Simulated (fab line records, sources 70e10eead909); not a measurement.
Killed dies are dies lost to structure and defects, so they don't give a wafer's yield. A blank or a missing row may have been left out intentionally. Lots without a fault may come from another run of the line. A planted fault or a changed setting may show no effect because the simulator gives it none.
Which of the tools did it? ; flow nand-harc ; 6 lots with 18 wafers sampled at 4 steps, on a route of 1159 steps

WHAT THE GAUGES SHOWED, per wafer
NHARC_THIN_TSV_CD_MEAS_37.
lot;measured;on;cd-nm (nm)
L678;day 20 00:29;cd-sem-02;5000 5000 4999
L682;day 21 11:59;cd-sem-03;5006 5000 5006
L686;day 21 19:37;cd-sem-03;5004 5003 4998
L687;day 21 22:16;cd-sem-01;4999 5001 5002
L691;day 22 01:17;cd-sem-03;5001 4996 5001
L694;day 23 11:38;cd-sem-03;5000 4999 4996

TOOL THAT RAN EACH LOT (tool first, then ch and the chambers of the sampled wafers, then the start)
lot;NHARC_A_CONTACT_ETCH_137;NHARC_A_BONDPAD_ETCH_34;NHARC_THIN_TSV_DEP_47
L678;har-cap-etch-01 ch 0,1, day 17 19:41;rie-diel-03 ch 0,1, day 19 05:05;pecvd-02 ch 0,2, day 19 18:35
L682;har-cap-etch-02 ch 0,1, day 19 12:43;rie-diel-03 ch 0,1,3, day 20 11:52;pecvd-02 ch 0,1,2, day 21 06:27
L686;har-cap-etch-02 ch 0,1, day 19 23:55;rie-diel-03 ch 0,2,3, day 20 19:41;pecvd-02 ch 0,2, day 21 13:58
L687;har-cap-etch-02 ch 0,1, day 20 04:14;rie-diel-03 ch 0,1,3, day 20 23:55;pecvd-02 ch 0,1, day 21 16:37
L691;har-cap-etch-01 ch 0,1, day 20 08:36;rie-diel-03 ch 2,3, day 21 03:39;pecvd-03 ch 0,1,2, day 21 19:45
L694;har-cap-etch-01 ch 0,1, day 21 13:01;rie-diel-03 ch 0,2, day 22 12:04;pecvd-03 ch 0,1, day 23 05:23
- NHARC_A_CONTACT_ETCH_137: etches the open film in C4F8/O2/Ar, time 132 s, target depth 1287 nm.
- NHARC_A_BONDPAD_ETCH_34: etches the open film in N2/H2, target depth 60 nm, overetch 18 nm, time 65.91 s.
- NHARC_THIN_TSV_DEP_47: deposits SiO2, target thk 200 nm.

THE ANSWER, worked out from the rows above alone
Rule: what is usual is taken from the lots themselves. The widest of any qualifying gaps counts: lots, ordered by their means at a reading, are off when they make up no more than a third of the lots, leave a main group of 4 or more, and stand apart from it by 3 or more times the standard deviation of that group's means. The tables above print the reading to a certain number of digits; a main group whose means all agree to those digits is not used. A lot without any number at a reading at which 4 lots or more have one is off too. Where the step has rows for the other lots, those lots are counted as sound.
Across all readings shown, no lot is off: no conclusion can be drawn from this.

WHAT THE SIMULATOR HAD INSERTED
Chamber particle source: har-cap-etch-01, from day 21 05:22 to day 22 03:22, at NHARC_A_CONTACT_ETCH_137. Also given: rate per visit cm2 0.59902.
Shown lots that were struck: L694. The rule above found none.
